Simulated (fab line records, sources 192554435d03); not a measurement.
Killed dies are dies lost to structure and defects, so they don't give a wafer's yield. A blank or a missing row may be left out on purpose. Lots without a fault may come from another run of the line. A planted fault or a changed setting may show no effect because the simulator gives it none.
Which tool did it? | flow n5_finfet | 12 lots, 36 wafers sampled, at 4 steps of a route of 1938

WHAT THE GAUGES READ, wafer by wafer
N5_BEOL_M6_THK_MEAS_01.
lot  | measured     | on            | M6_ILD_THK (nm)
L075 | day 8 23:28  | film_metro-02 | 155.5 155.5 156.4
L077 | day 9 08:47  | film_metro-01 | 150.6 151.7 152.4
L079 | day 9 09:41  | film_metro-02 | 152.4 152.8 154.6
L081 | day 10 05:48 | film_metro-02 | 150.8 153.2 155.3
L083 | day 10 23:17 | film_metro-01 | 155.8 154.7 155.9
L086 | day 11 10:31 | film_metro-02 | 157.8 159.0 160.2
L088 | day 11 18:41 | film_metro-02 | 154.8 152.7 156.8
L089 | day 12 04:10 | film_metro-01 | 154.9 157.3 156.2
L090 | day 13 03:35 | film_metro-01 | 154.6 154.5 155.5
L093 | day 13 08:01 | film_metro-02 | 153.5 155.1 155.5
L096 | day 13 22:19 | film_metro-02 | 151.6 155.8 155.9
L097 | day 14 10:14 | film_metro-01 | 156.3 156.2 157.1

WHICH TOOL RAN EACH LOT (tool, then ch and the chambers of the sampled wafers, then the start)
lot  | N5_BEOL_M5_DESCUM_33               | N5_BEOL_M5_DEGAS_44          | N5_BEOL_M5_ANNEAL_89
L075 | rie_diel-05 ch 1,2,3, day 8 13:49  | pvd_sputter-01, day 8 15:02  | pvd_sputter-03, day 8 20:46
L077 | rie_diel-03 ch 1,2, day 8 23:53    | pvd_sputter-03, day 9 01:58  | pvd_sputter-02, day 9 05:53
L079 | rie_diel-03 ch 1,2,3, day 9 01:59  | pvd_sputter-03, day 9 02:57  | pvd_sputter-01, day 9 06:58
L081 | rie_diel-02 ch 0,2,3, day 9 20:26  | pvd_sputter-01, day 9 21:53  | pvd_sputter-03, day 10 03:04
L083 | rie_diel-02 ch 0,1,3, day 10 12:47 | pvd_sputter-02, day 10 16:15 | pvd_sputter-02, day 10 20:15
L086 | rie_diel-02 ch 0,2,3, day 11 00:53 | pvd_sputter-02, day 11 03:23 | pvd_sputter-03, day 11 07:35
L088 | rie_diel-05 ch 1,2,3, day 11 10:58 | pvd_sputter-01, day 11 12:04 | pvd_sputter-03, day 11 15:59
L089 | rie_diel-05 ch 0,3, day 11 18:42   | pvd_sputter-02, day 11 20:23 | pvd_sputter-02, day 12 00:58
L090 | rie_diel-05 ch 0,3, day 12 19:02   | pvd_sputter-03, day 12 20:29 | pvd_sputter-02, day 13 00:25
L093 | rie_diel-02 ch 1,2,3, day 12 23:22 | pvd_sputter-01, day 13 00:39 | pvd_sputter-02, day 13 04:50
L096 | rie_diel-03 ch 0,2, day 13 13:52   | pvd_sputter-03, day 13 14:49 | pvd_sputter-02, day 13 18:54
L097 | rie_diel-03 ch 1,2,3, day 14 01:45 | pvd_sputter-02, day 14 03:06 | pvd_sputter-02, day 14 07:01
- N5_BEOL_M5_DESCUM_33: chemistry O2, time 7 s.
- N5_BEOL_M5_DEGAS_44: time 60 s.
- N5_BEOL_M5_ANNEAL_89: time 1800 s.

THE ANSWER, worked out from the rows above alone
Rule: what is usual is taken from the lots themselves. Put in order of their means at a reading, lots are off if they are a third of the lots or fewer, leave a main group of 4 or more, and stand apart from it by a gap of 3 or more times the standard deviation of the main group's means; of several such gaps the widest counts. A main group whose means are all the same, to the digits that the tables above print for the reading, isn't used. A lot without any number at a reading at which 4 lots or more have one is off too. The other lots that the step has rows for count as sound.
No lot is off at any reading shown: from this, nothing can be told.

WHAT THE SIMULATOR HAD PUT IN
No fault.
